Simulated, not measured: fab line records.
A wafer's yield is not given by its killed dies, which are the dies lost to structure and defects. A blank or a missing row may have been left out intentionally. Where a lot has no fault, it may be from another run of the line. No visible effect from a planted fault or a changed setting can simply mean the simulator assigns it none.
Which tool was responsible? | flow nand-harc | 14 lots with 39 wafers sampled at 5 steps, on a route of 1302 steps

WHAT THE GAUGES READ, wafer by wafer
NHARC_THIN_TSV_CD_MEAS_33: target cd 5000 nm.
lot  | measured     | on        | cd-nm (nm)
L132 | day 24 03:53 | cd-sem-03 | 4997.4 5000.8 4999.1
L134 | day 25 00:43 | cd-sem-02 | 5000.3 5000.6 5000.4
L137 | day 25 16:28 | cd-sem-02 | 4998.0 5002.4 4999.7
L136 | day 25 08:03 | cd-sem-02 | 4998.0 4999.5 5000.5
L139 | day 26 13:39 | cd-sem-02 | 5001.1 4997.4 4998.6
L138 | day 26 14:49 | cd-sem-03 | 4996.9 4999.7 4997.5
L140 | day 27 05:34 | cd-sem-03 | 4999.6 5000.1 4998.4
L142 | day 28 16:36 | cd-sem-03 | 5002.1 5000.9 5000.9
L143 | day 28 19:01 | cd-sem-01 | 4999.5 5001.4 4999.3
L148 | day 31 12:07 | cd-sem-02 | 5000.7
L151 | day 32 11:01 | cd-sem-01 | 5001.4
L154 | day 32 20:13 | cd-sem-03 | 5000.3 5000.6 5000.7
L155 | day 33 15:17 | cd-sem-01 | 5001.4 4999.4 4999.0

NHARC_END_SORT_01.
lot  | measured     | on        | killed-at-array | killed-at-other | killed-at-periphery | killed-dies | killed-open | killed-short
L132 | day 24 12:54 | prober-01 | 31 15 17        | 0 0 2           | 4 3 2               | 35 18 21    | 5 1 2       | 5 5 3
L134 | day 25 09:29 | prober-02 | 54 44 46        | 0 0 0           | 4 2 0               | 58 46 46    | 4 1 3       | 4 2 3
L137 | day 26 02:25 | prober-02 | 64 53 70        | 1 0 1           | 5 5 6               | 70 58 77    | 7 3 7       | 1 2 0
L136 | day 25 19:31 | prober-01 | 47 37 36        | 1 3 2           | 9 3 5               | 57 43 43    | 5 5 1       | 3 0 2
L139 | day 27 00:12 | prober-01 | 48 37 42        | 5 4 2           | 12 8 6              | 65 49 50    | 5 2 3       | 1 2 3
L138 | day 27 00:16 | prober-02 | 40 33 33        | 0 0 0           | 0 7 2               | 40 40 35    | 2 1 1       | 2 1 2
L140 | day 27 14:41 | prober-01 | 20 25 21        | 0 1 0           | 2 5 5               | 22 31 26    | 3 3 1       | 0 0 1
L142 | day 29 11:52 | prober-01 | 34 30 36        | 0 0 0           | 3 5 3               | 37 35 39    | 2 6 3       | 1 2 3
L143 | day 29 04:07 | prober-02 | 55 63 64        | 0 1 1           | 0 0 2               | 55 64 67    | 3 2 7       | 2 3 2
L148 | day 31 21:11 | prober-01 | 674 60          | 0 0             | 3 1                 | 677 61      | 3 1         | 4 3
L150 | day 32 20:59 | prober-02 | 675 675         | 0 0             | 2 2                 | 677 677     | 3 6         | 1 4
L151 | day 33 01:45 | prober-01 | 674 43          | 1 0             | 2 4                 | 677 47      | 3 2         | 4 2
L154 | day 33 09:38 | prober-01 | 39 52 29        | 2 1 1           | 1 4 4               | 42 57 34    | 1 3 2       | 1 4 0
L155 | day 34 00:09 | prober-01 | 20 27 23        | 0 1 1           | 9 5 10              | 29 33 34    | 2 4 6       | 0 4 1

TOOL THAT RAN EACH LOT (tool first, then ch and the chambers of the sampled wafers, then the start)
lot  | NHARC_A_SGD_CUT_DEP_00          | NHARC_THIN_TSV_STRIP_62              | NHARC_THIN_TSV_ANNEAL_52
L132 | pecvd-04 ch 1, day 19 11:04     | plasma-asher-02 ch 0,1, day 24 00:34 | rtp-anneal-02 ch 0, day 24 01:57
L134 | pecvd-03 ch 1,2, day 19 23:21   | plasma-asher-01 ch 0,1, day 24 21:34 | rtp-anneal-02 ch 0, day 24 22:57
L137 | pecvd-03 ch 1,2, day 20 17:44   | plasma-asher-02 ch 0,1, day 25 13:06 | rtp-anneal-02 ch 0, day 25 14:43
L136 | pecvd-04 ch 0,1,2, day 20 18:11 | plasma-asher-01 ch 0,1, day 25 04:55 | rtp-anneal-02 ch 0, day 25 06:22
L139 | pecvd-03 ch 0,1,2, day 21 20:48 | plasma-asher-01 ch 0,1, day 26 10:26 | rtp-anneal-02 ch 0, day 26 11:46
L138 | pecvd-03 ch 0,1,2, day 21 21:29 | plasma-asher-01 ch 0,1, day 26 11:37 | rtp-anneal-02 ch 0, day 26 13:01
L140 | pecvd-03 ch 1,2, day 22 11:36   | plasma-asher-01 ch 0,1, day 27 02:22 | rtp-anneal-02 ch 0, day 27 03:44
L142 | pecvd-03 ch 0,1, day 23 18:17   | plasma-asher-02 ch 0,1, day 28 13:19 | rtp-anneal-02 ch 0, day 28 14:43
L143 | pecvd-01 ch 0,2, day 23 23:36   | plasma-asher-01 ch 1, day 28 15:43   | rtp-anneal-02 ch 0, day 28 17:08
L148 | pecvd-03 ch 0,1, day 26 05:34   | plasma-asher-01 ch 0, day 31 08:56   | rtp-anneal-02 ch 0, day 31 10:23
L150 | pecvd-03 ch 0,1, day 26 19:43   | -                                    | -
L151 | pecvd-03 ch 0,2, day 27 12:03   | plasma-asher-02 ch 0, day 32 07:39   | rtp-anneal-01 ch 0, day 32 09:18
L154 | pecvd-01 ch 0,1, day 27 12:11   | plasma-asher-02 ch 0,1, day 32 16:53 | rtp-anneal-02 ch 0, day 32 18:15
L155 | pecvd-04 ch 0,2, day 29 00:11   | plasma-asher-01 ch 0,1, day 33 11:59 | rtp-anneal-02 ch 0, day 33 13:21
- NHARC_A_SGD_CUT_DEP_00: deposits SiNx, target thk 50 nm.
- NHARC_THIN_TSV_STRIP_62: strips in N2/H2, time 20 s.
- NHARC_THIN_TSV_ANNEAL_52: time 90 s.

AS READ BY THE TOOLS THEMSELVES (means over the sampled wafers that have a number; for cases with no such wafer, the mark the record gives instead)
NHARC_A_SGD_CUT_DEP_00.
lot  | tool     | heater-power-w (W) | susceptor-temp-C (C)
L132 | pecvd-04 | 662                | 400.38
L134 | pecvd-03 | 628                | 399.93
L137 | pecvd-03 | 686                | 400.05
L136 | pecvd-04 | 701                | 400.23
L139 | pecvd-03 | 665                | 400.00
L138 | pecvd-03 | 680                | 399.90
L140 | pecvd-03 | 682                | 400.02
L142 | pecvd-03 | 651                | 399.94
L143 | pecvd-01 | 582                | 399.87
L148 | pecvd-03 | 730                | 399.99
L150 | pecvd-03 | 676                | 400.00
L151 | pecvd-03 | 758                | 400.06
L154 | pecvd-01 | 705                | 400.01
L155 | pecvd-04 | 660                | 400.00

NHARC_THIN_TSV_STRIP_62.
lot  | tool            | drypump-motor-current-A (A) | heater-power-w (W)
L132 | plasma-asher-02 | 5.94                        | 317
L134 | plasma-asher-01 | 6.04                        | 351
L137 | plasma-asher-02 | 5.94                        | 322
L136 | plasma-asher-01 | 6.04                        | 354
L139 | plasma-asher-01 | 6.02                        | 348
L138 | plasma-asher-01 | 6.08                        | 355
L140 | plasma-asher-01 | 6.07                        | 355
L142 | plasma-asher-02 | 5.68                        | 318
L143 | plasma-asher-01 | 6.08                        | 360
L148 | plasma-asher-01 | 6.01                        | 372
L151 | plasma-asher-02 | 6.19                        | 302
L154 | plasma-asher-02 | 5.94                        | 310
L155 | plasma-asher-01 | 6.07                        | 358

NHARC_THIN_TSV_ANNEAL_52.
lot  | tool          | anneal-temp-c (C) | wafer_temp_C_max
L132 | rtp-anneal-02 | 225.01            | 225.9
L134 | rtp-anneal-02 | 225.05            | 225.9
L137 | rtp-anneal-02 | 224.86            | 225.9
L136 | rtp-anneal-02 | 225.02            | 225.9
L139 | rtp-anneal-02 | 225.12            | 226.0
L138 | rtp-anneal-02 | 224.90            | 226.1
L140 | rtp-anneal-02 | 225.09            | 225.8
L142 | rtp-anneal-02 | 224.80            | 225.9
L143 | rtp-anneal-02 | 224.85            | 226.2
L148 | rtp-anneal-02 | 225.27            | 225.9
L151 | rtp-anneal-01 | 224.91            | 226.4
L154 | rtp-anneal-02 | 225.04            | 226.0
L155 | rtp-anneal-02 | 225.21            | 225.9

THE ANSWER, worked out from the rows above alone
Rule: usual is defined by the lots themselves. Put in order of their means at a reading, lots are off if they are a third of the lots or fewer, leave a main group of 4 or more, and stand apart from it by a gap of 3 or more times the standard deviation of the main group's means; of several such gaps the widest counts. The tables above print the reading to a certain number of digits; a main group whose means all agree to those digits is not used. Also off: a lot with no number at a reading for which 4 or more lots have one. Where the step has rows for the other lots, those lots are counted as sound. Order of review: gauges by route order, followed by the tools' own readings, for which a lot's mean as printed above is used. At the first step where some lot is off, the reading lying furthest off is the one used; lots without a number count as furthest.
Off: L148, L150, L151, at NHARC_END_SORT_01 (killed-at-array). Main group: mean 39, sd 14.
If a tool, at a process step before that reading, ran all the lots that are off and no sound lot after the first of them, it fits. Those tools and the gauges at NHARC_END_SORT_01 are tried in the same way. One fits: NHARC_A_SGD_CUT_DEP_00 on pecvd-03. Its last sound lot is L142 (day 23 18:17), its first lot that is off L148 (day 26 05:34): a fault that began between those two fits.

WHAT THE SIMULATOR PUT IN
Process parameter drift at NHARC_A_SGD_CUT_DEP_00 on pecvd-03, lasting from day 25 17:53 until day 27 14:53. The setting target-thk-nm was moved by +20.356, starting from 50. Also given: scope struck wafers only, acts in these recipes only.
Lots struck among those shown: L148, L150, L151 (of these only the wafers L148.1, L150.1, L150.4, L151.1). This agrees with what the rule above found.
